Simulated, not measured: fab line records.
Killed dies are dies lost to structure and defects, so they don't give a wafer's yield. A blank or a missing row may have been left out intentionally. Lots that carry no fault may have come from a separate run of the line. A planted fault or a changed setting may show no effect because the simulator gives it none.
Chamber matching -- flow n5 finfet -- rie diel-04 running N5_BEOL_M2_VIA_ETCH_34: 4 sister chambers
The step etches the open film in C4F6/O2, target depth 69.4 nm, time 65.9 s. 14 wafers are shown with their chamber, then 7 later ones without.

== WAFERS WITH THEIR CHAMBER ==
wafer,chamber,drypump motor current A (A),showerhead plenum p Torr (Torr),oes product au (a.u.)
L081.1,1,5.9,2.76,0.82
L081.3,3,5.0,2.87,0.85
L081.6,1,5.8,2.76,0.82
L082.2,3,5.0,2.87,0.85
L082.3,1,5.9,2.76,0.81
L082.5,3,5.0,2.87,0.84
L084.2,2,6.0,2.87,0.87
L084.4,0,5.1,2.69,0.70
L084.6,1,5.9,2.76,0.81
L085.2,2,6.0,2.87,0.87
L085.3,1,5.9,2.76,0.81
L085.4,3,5.0,2.86,0.84
L087.2,1,5.8,2.75,0.81
L087.4,3,5.0,2.86,0.84

SIGNATURES (means of the wafers above)
reading,chamber 0,chamber 1,chamber 2,chamber 3,scatter within a chamber
drypump motor current A,5.100,5.867,6.000,5.000,0.0365
showerhead plenum p Torr,2.6900,2.7583,2.8700,2.8660,0.00451
oes product au,0.7000,0.8133,0.8700,0.8440,0.00503
Rule: distance of a wafer from a chamber = root of the sum over the readings of ((wafer's reading minus chamber's mean) / reading's scatter) squared. The wafer belongs to the nearest chamber; if the next one is less than 2 further off, it can't be placed. The scatter: the root of (the sum of the squares of (reading less its chamber's mean) over the shown wafers, divided by (wafers less chambers)).

== WAFERS WITH NO CHAMBER GIVEN ==
wafer,drypump motor current A (A),showerhead plenum p Torr (Torr),oes product au (a.u.)
L087.5,6.0,2.87,0.87
L094.1,5.0,2.86,0.83
L094.2,6.0,2.87,0.86
L094.3,5.1,2.68,0.69
L097.4,5.8,2.74,0.79
L097.5,5.0,2.85,0.81
L097.6,6.0,2.86,0.84

== THE CHAMBER EACH PASSED THROUGH ==
wafer,from the rows above,in truth
L087.5,2,2
L094.1,3,3
L094.2,2,2
L094.3,0,0
L097.4,1,1
L097.5,3,3
L097.6,2,2
7 of 7 placed correctly. Can't be placed from these rows: 0. Placed wrongly: 0.
